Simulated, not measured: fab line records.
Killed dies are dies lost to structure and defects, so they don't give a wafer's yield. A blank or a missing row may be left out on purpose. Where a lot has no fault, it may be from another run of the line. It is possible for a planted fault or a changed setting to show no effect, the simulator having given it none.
fab line records	flow nandHarc
[record] lots = 7	wafers = 21	lastDay = 33
route steps=1302 shown A_ONON_D1@432 END@1302
lots with no fault: from the same line, run without faults
startH: the number of hours between the record's first day and the start of the first shown wafer of the lot	waitH: time in hours since the lot's previous step	" unchanged from the row above	L1.1+2: one row covering several wafers at once	- no value present, or no start provided	* or withheld: withheld	< > ~ a bound
route shown NAME@n: a module of which the file shows steps, and the number in the route of the first	usual: the fault-free wafers' mean and standard deviation	same: alike in all rows	chamber/n: place in a boat	sites: readings site by site	_std_site: standard deviation across them	_edge_site: mean of outer sites minus mean of inner sites	radiusMm: for every site, how far away it sits from the centre of the wafer	mask NAME#n: copy n	behind: the most recent tool/chamber to have shaped the wafer	hold: what put the lot on hold/how long, in hours/how the hold closed	device: which transistor (n, p or np) failed to switch	end of line: the route-end tests of the same wafers	step lacking rows: just its recipe	killed: the dies lost at the first sort to structure and to defects; this is not the yield of the wafer	map: dies across one wafer; x = killed, . = not, _ = none there
set.NAME: the setting that was run; set.NAME@STEP: the one run at that earlier step	model.NAME: the simulator's own value behind a step, which no gauge read
certain route steps with their lots: each step a table, each wafer a row
services: from which hour (startH, from the record's first day; less than 0 if before it) a tool's chamber was out of use, for how many hours, and why
[[steps]]
[step NHARC_A_ONON_D1_DEP_12]
[recipe] targetThkA = 10000	n2FlowSccm = 2750	n2oFlowSccm = 2000	nh3FlowSccm = 500	sih4FlowSccm = 210	tempC = 400
[step NHARC_A_ONON_D1_THK_MEAS_14]
[recipe] thkMeasGauge = ellipsometry
[usual] thkNm = 1000/8.1
lot.wafer	tool	chamber	startH	waitH	thkNm
L436.1	filmMetro-02	-	214.12	-	986
L436.2	"	-	"	"	986
L436.6	"	-	"	"	986
L440.3	filmMetro-02	-	261.14	-	993
L440.4	"	-	"	"	992
L440.5	"	-	"	"	993
L443.2	filmMetro-02	-	285.84	-	1007
L443.4	"	-	"	"	1005
L443.6	"	-	"	"	1006
L445.2	filmMetro-02	-	308.22	-	1004
L445.3	"	-	"	"	1005
L445.4	"	-	"	"	1004
L447.2	filmMetro-02	-	319.69	-	994
L447.4	"	-	"	"	994
L447.5	"	-	"	"	993
L453.2	filmMetro-01	-	380.31	-	1013
L453.4	"	-	"	"	1015
L453.6	"	-	"	"	1015
L454.2	filmMetro-01	-	389.58	-	989
L454.4	"	-	"	"	990
L454.5	"	-	"	"	989
[step NHARC_A_ONON_D1_ANNEAL_15]
[recipe] tempC = 750	timeS = 3600
[step NHARC_A_ONON_D1_DEP_16]
[recipe] targetThkA = 10000	n2FlowSccm = 2750	n2oFlowSccm = 2000	nh3FlowSccm = 500	sih4FlowSccm = 210	tempC = 400
[step NHARC_A_ONON_D1_THK_MEAS_18]
[recipe] thkMeasGauge = ellipsometry
[usual] thkNm = 1000/9.1
lot.wafer	tool	chamber	startH	waitH	thkNm
L436.1	filmMetro-01	-	224.89	-	987
L436.2	"	-	"	"	983
L436.6	"	-	"	"	984
L440.3	filmMetro-02	-	268.95	-	1002
L440.4	"	-	"	"	1001
L440.5	"	-	"	"	1001
L443.2	filmMetro-02	-	293.68	-	1005
L443.4	"	-	"	"	1009
L443.6	"	-	"	"	1006
L445.2	filmMetro-02	-	316.03	-	991
L445.3	"	-	"	"	992
L445.4	"	-	"	"	991
L447.2	filmMetro-01	-	328.38	-	1006
L447.4	"	-	"	"	1005
L447.5	"	-	"	"	1004
L453.2	filmMetro-01	-	388.05	-	1010
L453.4	"	-	"	"	1010
L453.6	"	-	"	"	1010
L454.2	filmMetro-01	-	397.34	-	1010
L454.4	"	-	"	"	1009
L454.5	"	-	"	"	1010
[step NHARC_A_ONON_D1_DEP_19]
[recipe] targetThkA = 10000	n2FlowSccm = 2750	n2oFlowSccm = 2000	nh3FlowSccm = 500	sih4FlowSccm = 210	tempC = 400
[step NHARC_A_ONON_D1_THK_MEAS_21]
[recipe] thkMeasGauge = ellipsometry
[usual] thkNm = 1002/9.9
lot.wafer	tool	chamber	startH	waitH	thkNm
L436.1	filmMetro-02	-	225.46	-	1004
L436.2	"	-	"	"	1001
L436.6	"	-	"	"	1004
L440.3	filmMetro-02	-	269.55	-	1002
L440.4	"	-	"	"	1000
L440.5	"	-	"	"	1001
L443.2	filmMetro-02	-	294.25	-	994
L443.4	"	-	"	"	993
L443.6	"	-	"	"	994
L445.2	filmMetro-02	-	316.60	-	993
L445.3	"	-	"	"	994
L445.4	"	-	"	"	993
L447.2	filmMetro-02	-	328.94	-	996
L447.4	"	-	"	"	995
L447.5	"	-	"	"	995
L453.2	filmMetro-01	-	388.62	-	1005
L453.4	"	-	"	"	1005
L453.6	"	-	"	"	1005
L454.2	filmMetro-02	-	397.93	-	1003
L454.4	"	-	"	"	1002
L454.5	"	-	"	"	1002
[step NHARC_A_ONON_D1_DEP_22]
[recipe] targetThkA = 10000	n2FlowSccm = 2750	n2oFlowSccm = 2000	nh3FlowSccm = 500	sih4FlowSccm = 210	tempC = 400
[step NHARC_A_ONON_D1_THK_MEAS_24]
[recipe] thkMeasGauge = ellipsometry
[usual] thkNm = 1001/10
lot.wafer	tool	chamber	startH	waitH	thkNm
L436.1	filmMetro-01	-	226.02	-	996
L436.2	"	-	"	"	996
L436.6	"	-	"	"	997
L440.3	filmMetro-02	-	270.12	-	991
L440.4	"	-	"	"	991
L440.5	"	-	"	"	992
L443.2	filmMetro-02	-	294.82	-	1001
L443.4	"	-	"	"	1001
L443.6	"	-	"	"	1003
L445.2	filmMetro-02	-	317.16	-	998
L445.3	"	-	"	"	1000
L445.4	"	-	"	"	1001
L447.2	filmMetro-02	-	329.50	-	1010
L447.4	"	-	"	"	1014
L447.5	"	-	"	"	1013
L453.2	filmMetro-02	-	389.19	-	1008
L453.4	"	-	"	"	1008
L453.6	"	-	"	"	1007
L454.2	filmMetro-02	-	398.50	-	1009
L454.4	"	-	"	"	1008
L454.5	"	-	"	"	1009
[step NHARC_A_ONON_D1_DEP_25]
[recipe] targetThkA = 10000	n2FlowSccm = 2750	n2oFlowSccm = 2000	nh3FlowSccm = 500	sih4FlowSccm = 210	tempC = 400
[step NHARC_A_ONON_D1_THK_MEAS_27]
[recipe] thkMeasGauge = ellipsometry
[usual] thkNm = 998/9.1
lot.wafer	tool	chamber	startH	waitH	thkNm
L436.1	filmMetro-01	-	226.58	-	1002
L436.2	"	-	"	"	1004
L436.6	"	-	"	"	1006
L440.3	filmMetro-02	-	270.68	-	997
L440.4	"	-	"	"	994
L440.5	"	-	"	"	994
L443.2	filmMetro-02	-	295.39	-	1008
L443.4	"	-	"	"	1007
L443.6	"	-	"	"	1009
L445.2	filmMetro-02	-	317.78	-	995
L445.3	"	-	"	"	994
L445.4	"	-	"	"	994
L447.2	filmMetro-01	-	330.07	-	998
L447.4	"	-	"	"	999
L447.5	"	-	"	"	999
L453.2	filmMetro-02	-	389.76	-	995
L453.4	"	-	"	"	995
L453.6	"	-	"	"	992
L454.2	filmMetro-02	-	399.06	-	974
L454.4	"	-	"	"	976
L454.5	"	-	"	"	973
[step NHARC_A_ONON_D1_DEP_28]
[recipe] targetThkA = 10000	n2FlowSccm = 2750	n2oFlowSccm = 2000	nh3FlowSccm = 500	sih4FlowSccm = 210	tempC = 400
[usual] sih4FlowSccm = 210.1/0.58
lot.wafer	tool	chamber	startH	waitH	sih4FlowSccm
L436.1	pecvdOnon-03	0	226.64	0.1	209.9
L436.2	"	0	"	"	210.5
L436.6	"	0	"	"	209.5
L440.3	pecvdOnon-02	0	270.85	0.2	210.5
L440.4	"	0	"	"	210.9
L440.5	"	0	"	"	209.8
L443.2	pecvdOnon-02	0	295.50	0.1	209.9
L443.4	"	0	"	"	210.4
L443.6	"	0	"	"	209.3
L445.2	pecvdOnon-02	0	317.89	0.1	210.0
L445.3	"	0	"	"	210.4
L445.4	"	0	"	"	210.2
L447.2	pecvdOnon-02	0	330.19	0.1	211.0
L447.4	"	0	"	"	210.9
L447.5	"	0	"	"	210.7
L453.2	pecvdOnon-02	0	389.87	0.1	209.4
L453.4	"	0	"	"	210.1
L453.6	"	0	"	"	208.5
L454.2	pecvdOnon-01	0	399.18	0.1	209.7
L454.4	"	0	"	"	211.2
L454.5	"	0	"	"	209.7
[step NHARC_A_ONON_D1_THK_MEAS_30]
[recipe] thkMeasGauge = ellipsometry
[usual] thkNm = 1003/11
lot.wafer	tool	chamber	startH	waitH	thkNm
L436.1	filmMetro-01	-	227.15	-	1001
L436.2	"	-	"	"	1002
L436.6	"	-	"	"	1000
L440.3	filmMetro-02	-	271.25	-	1001
L440.4	"	-	"	"	1003
L440.5	"	-	"	"	1003
L443.2	filmMetro-02	-	295.96	-	642
L443.4	"	-	"	"	639
L443.6	"	-	"	"	640
L445.2	filmMetro-02	-	318.34	-	631
L445.3	"	-	"	"	630
L445.4	"	-	"	"	632
L447.2	filmMetro-01	-	330.64	-	637
L447.4	"	-	"	"	637
L447.5	"	-	"	"	638
L453.2	filmMetro-02	-	390.32	-	990
L453.4	"	-	"	"	991
L453.6	"	-	"	"	990
L454.2	filmMetro-01	-	399.63	-	1008
L454.4	"	-	"	"	1006
L454.5	"	-	"	"	1010
[step NHARC_A_ONON_D1_DEP_33]
[recipe] targetThkA = 2000	tempC = 400	pressureTorr = 6.5	rfW = 900	teosFlowSccm = 161.4	flowSccm = 2650	targetThkNm = 200	gas = O2	material = SiO2
[usual] heaterPowerOuterW = 306/85	heaterPowerW = 554/120	throttleValvePct = 16.0/0.48
lot.wafer	tool	chamber	startH	waitH	heaterPowerOuterW	heaterPowerW	throttleValvePct
L436.2	pecvd-04	0	227.21	0.1	341	610	15.8
L436.1	"	2	"	"	246	549	16.7
L436.6	"	2	"	"	253	539	16.5
L440.3	pecvd-01	2	271.34	0.1	279	517	16.3
L440.5	"	0	"	"	512	841	15.5
L440.4	"	1	"	"	273	542	16.3
L443.2	pecvd-01	0	296.10	0.1	467	776	15.6
L443.4	"	1	"	"	224	453	16.8
L443.6	"	2	"	"	303	569	16.4
L445.2	pecvd-03	0	318.63	0.3	346	574	15.9
L445.4	"	2	"	"	223	416	16.3
L445.3	"	0	"	"	355	546	15.7
L447.2	pecvd-01	1	330.69	0.1	252	501	15.9
L447.5	"	1	"	"	248	516	16.0
L447.4	"	2	"	"	303	539	15.8
L453.2	pecvd-03	2	390.37	0.1	230	439	16.3
L453.6	"	0	"	"	329	539	15.4
L453.4	"	1	"	"	307	522	16.1
L454.2	pecvd-01	1	399.69	0.1	273	557	16.1
L454.4	"	1	"	"	273	565	16.1
L454.5	"	0	"	"	537	833	15.3
[step NHARC_END_SORT_01]
[recipe] tempC = 25
[usual] killedAtArray = 55/22	killedAtOther = 1.1/1.4	killedAtPeriphery = 4/3.2	killedDies = 59/22	killedOpen = 3.3/1.8	killedShort = 2.5/1.5
[same] grossDies = 677
lot.wafer	tool	chamber	startH	waitH	killedAtArray	killedAtOther	killedAtPeriphery	killedDies	killedOpen	killedShort
L443.2	prober-02	0	690.73	2.8	670	1	6	677	4	4
L443.4	prober-02	0	692.34	3.4	675	0	2	677	4	5
L443.6	prober-02	0	693.95	4.0	677	0	0	677	1	1
L447.2	prober-02	0	705.81	2.8	671	1	5	677	1	1
L447.4	prober-02	0	707.39	3.4	667	0	10	677	4	3
L447.5	prober-02	0	708.19	3.7	665	0	12	677	8	3
L445.2	prober-01	0	717.65	2.8	672	5	0	677	3	0
L445.3	prober-01	0	718.45	3.1	671	3	3	677	2	2
L445.4	prober-01	0	719.25	3.4	669	5	3	677	4	3
// killed by level:class
L443.2 A_ONON_D1:areaDep=580 A_SLIT:chamberFilmFlake=34 A_CHANNEL_HOLE_D2:chamberFilmFlake=21 A_CHANNEL_HOLE_D1:chamberFilmFlake=14 A_STAIRCASE:chamberFilmFlake=6 A_WL_FILL:chamberFilmFlake=4 P_ZERO_WELL:chamberFilmFlake=2 A_CONTACT:chamberFilmFlake=2
L443.4 A_ONON_D1:areaDep=578 A_SLIT:chamberFilmFlake=40 A_CHANNEL_HOLE_D2:chamberFilmFlake=22 A_CHANNEL_HOLE_D1:chamberFilmFlake=11 A_CONTACT:chamberFilmFlake=6 A_M1:chamberFilmFlake=5 A_CHANNEL_FILL_D2:geometricParticle:open=3 A_DECK1_JOINT:geometricParticle:short=2
L443.6 A_ONON_D1:areaDep=596 A_CHANNEL_HOLE_D1:chamberFilmFlake=26 A_SLIT:chamberFilmFlake=19 A_CHANNEL_HOLE_D2:chamberFilmFlake=17 A_WL_FILL:chamberFilmFlake=8 A_M1:chamberFilmFlake=3 A_STAIRCASE:chamberFilmFlake=2 A_CONTACT:chamberFilmFlake=2
L447.2 A_ONON_D1:areaDep=648 A_CHANNEL_HOLE_D1:chamberFilmFlake=14 P_BONDPAD:chamberFilmFlake=3 A_STAIRCASE:chamberFilmFlake=3 A_SLIT:chamberFilmFlake=2 A_ONON_D1:geometricParticle:short=1 A_CHANNEL_FILL_D1:geometricParticle:open=1 P_GATE:chamberFilmFlake=1
L447.4 A_ONON_D1:areaDep=649 P_M0:chamberFilmFlake=4 A_SLIT:chamberFilmFlake=4 P_BONDPAD:chamberFilmFlake=3 A_CHANNEL_HOLE_D1:chamberFilmFlake=3 A_STAIRCASE:chamberFilmFlake=3 A_SGD_CUT:chamberFilmFlake=2 P_STI:geometricParticle:short=1
L447.5 A_ONON_D1:areaDep=636 A_CHANNEL_HOLE_D1:chamberFilmFlake=12 A_STAIRCASE:chamberFilmFlake=4 A_CONTACT:chamberFilmFlake=4 P_GATE:chamberFilmFlake=3 P_BONDPAD:chamberFilmFlake=3 P_GATE:geometricParticle:open=2 A_CHANNEL_FILL_D1:geometricParticle:open=2
L445.2 A_ONON_D1:areaDep=604 A_SLIT:chamberFilmFlake=41 A_CHANNEL_HOLE_D1:chamberFilmFlake=12 A_CONTACT:chamberFilmFlake=6 THIN_TSV:chamberFilmFlake=5 A_STAIRCASE:chamberFilmFlake=3 A_CHANNEL_FILL_D2:chamberFilmFlake=2 A_DECK1_JOINT:geometricParticle:open=1
L445.3 A_ONON_D1:areaDep=613 A_SLIT:chamberFilmFlake=29 A_CHANNEL_HOLE_D1:chamberFilmFlake=14 A_CONTACT:chamberFilmFlake=5 A_STAIRCASE:chamberFilmFlake=4 THIN_TSV:chamberFilmFlake=3 P_STI:geometricParticle:short=1 A_ONON_D1:geometricParticle:open=1
L445.4 A_ONON_D1:areaDep=600 A_SLIT:chamberFilmFlake=32 A_CHANNEL_HOLE_D1:chamberFilmFlake=16 A_CONTACT:chamberFilmFlake=11 THIN_TSV:chamberFilmFlake=5 A_SGD_CUT:chamberFilmFlake=3 A_CHANNEL_FILL_D2:geometricParticle:open=2 A_STAIRCASE:chamberFilmFlake=2
// map L443.2 (x killed, . not)
____________x____________
_________xxxxxxx_________
_______xxxxxxxxxxx_______
______xxxxxxxxxxxxx______
_____xxxxxxxxxxxxxxx_____
____xxxxxxxxxxxxxxxxx____
____xxxxxxxxxxxxxxxxx____
___xxxxxxxxxxxxxxxxxxx___
___xxxxxxxxxxxxxxxxxxx___
__xxxxxxxxxxxxxxxxxxxxx__
__xxxxxxxxxxxxxxxxxxxxx__
_xxxxxxxxxxxxxxxxxxxxxxx_
_xxxxxxxxxxxxxxxxxxxxxxx_
_xxxxxxxxxxxxxxxxxxxxxxx_
_xxxxxxxxxxxxxxxxxxxxxxx_
_xxxxxxxxxxxxxxxxxxxxxxx_
xxxxxxxxxxxxxxxxxxxxxxxxx
xxxxxxxxxxxxxxxxxxxxxxxxx
xxxxxxxxxxxxxxxxxxxxxxxxx
xxxxxxxxxxxxxxxxxxxxxxxxx
xxxxxxxxxxxxxxxxxxxxxxxxx
_xxxxxxxxxxxxxxxxxxxxxxx_
_xxxxxxxxxxxxxxxxxxxxxxx_
_xxxxxxxxxxxxxxxxxxxxxxx_
_xxxxxxxxxxxxxxxxxxxxxxx_
_xxxxxxxxxxxxxxxxxxxxxxx_
__xxxxxxxxxxxxxxxxxxxxx__
__xxxxxxxxxxxxxxxxxxxxx__
___xxxxxxxxxxxxxxxxxxx___
___xxxxxxxxxxxxxxxxxxx___
____xxxxxxxxxxxxxxxxx____
____xxxxxxxxxxxxxxxxx____
_____xxxxxxxxxxxxxxx_____
______xxxxxxxxxxxxx______
_______xxxxxxxxxxx_______
_________xxxxxxx_________
____________x____________
// map L445.2 (x killed, . not)
____________x____________
_________xxxxxxx_________
_______xxxxxxxxxxx_______
______xxxxxxxxxxxxx______
_____xxxxxxxxxxxxxxx_____
____xxxxxxxxxxxxxxxxx____
____xxxxxxxxxxxxxxxxx____
___xxxxxxxxxxxxxxxxxxx___
___xxxxxxxxxxxxxxxxxxx___
__xxxxxxxxxxxxxxxxxxxxx__
__xxxxxxxxxxxxxxxxxxxxx__
_xxxxxxxxxxxxxxxxxxxxxxx_
_xxxxxxxxxxxxxxxxxxxxxxx_
_xxxxxxxxxxxxxxxxxxxxxxx_
_xxxxxxxxxxxxxxxxxxxxxxx_
_xxxxxxxxxxxxxxxxxxxxxxx_
xxxxxxxxxxxxxxxxxxxxxxxxx
xxxxxxxxxxxxxxxxxxxxxxxxx
xxxxxxxxxxxxxxxxxxxxxxxxx
xxxxxxxxxxxxxxxxxxxxxxxxx
xxxxxxxxxxxxxxxxxxxxxxxxx
_xxxxxxxxxxxxxxxxxxxxxxx_
_xxxxxxxxxxxxxxxxxxxxxxx_
_xxxxxxxxxxxxxxxxxxxxxxx_
_xxxxxxxxxxxxxxxxxxxxxxx_
_xxxxxxxxxxxxxxxxxxxxxxx_
__xxxxxxxxxxxxxxxxxxxxx__
__xxxxxxxxxxxxxxxxxxxxx__
___xxxxxxxxxxxxxxxxxxx___
___xxxxxxxxxxxxxxxxxxx___
____xxxxxxxxxxxxxxxxx____
____xxxxxxxxxxxxxxxxx____
_____xxxxxxxxxxxxxxx_____
______xxxxxxxxxxxxx______
_______xxxxxxxxxxx_______
_________xxxxxxx_________
____________x____________
[[services]]
tool	chamber	startH	hours	kind
pecvdOnon-03	-	227.00	13.0	pm
pecvd-03	2	233.96	4.2	repair
pecvd-04	-	269.17	13.0	pm
pecvdOnon-01	-	269.95	13.0	pm
pecvd-01	-	271.93	0.9	repair
pecvd-04	-	304.43	0.4	repair
pecvd-01	-	311.80	13.0	pm
pecvd-01	0	311.80	13.0	ventCycle
pecvd-01	1	311.80	13.0	ventCycle
pecvd-01	2	311.80	13.0	ventCycle
pecvd-03	1	317.16	3.3	repair
pecvd-04	0	320.40	6.1	repair
pecvd-01	0	324.80	-	clean
pecvd-01	1	324.80	-	clean
pecvd-01	2	324.80	-	clean
pecvd-01	-	345.92	1.0	repair
pecvd-04	-	350.30	1.5	repair
pecvd-01	0	356.26	18.2	repair
pecvd-01	2	360.09	3.5	repair
pecvd-03	-	366.20	13.0	pm
pecvd-03	0	366.20	13.0	ventCycle
pecvd-03	1	366.20	13.0	ventCycle
pecvd-03	2	366.20	13.0	ventCycle
pecvdOnon-02	-	366.28	13.0	pm
[[key]]
[firstSign] step = NHARC_A_ONON_D1_THK_MEAS_30	reading = thkNm	direction = down	sigmas = 34	usual = 1003	struck = 636
[effect] step = NHARC_END_SORT_01	reading = killedDies	direction = up	sigmas = 28	usual = 59	struck = 677
[moreKillsBornAt] NHARC_A_ONON_D1_DEP_28@pecvdOnon-02 = 5504
metAt NHARC_A_ONON_D1_DEP_28
struckWafers L443.2,L443.4,L443.6,L445.2,L445.3,L445.4,L447.2,L447.4,L447.5
laterRowsLeftOut L443.2,L443.4,L443.6,L445.2,L445.3,L445.4,L447.2,L447.4,L447.5
testerLeftOut L443,L445,L447
onsetBetween 270.85 295.50
[fault] kind = processParameterDrift	tool = pecvdOnon-02	chamber = 0	onsetH = 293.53	steps = NHARC_A_ONON_D1_DEP_28	channel = targetThkA	offset = *	shape = step	endH = 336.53	actsIn = *	stated = *
// testerLeftOut: of these lots the tester's yield and bins aren't shown, on N5 and GAA mostly nor the transistor test; their killed dies are dies lost to structure and defects alone, not to doping, threshold or leakage, so they don't give the yield
// laterRowsLeftOut: the simulator's readings of these wafers behind a module that went badly wrong aren't trusted and aren't shown, but for the sort
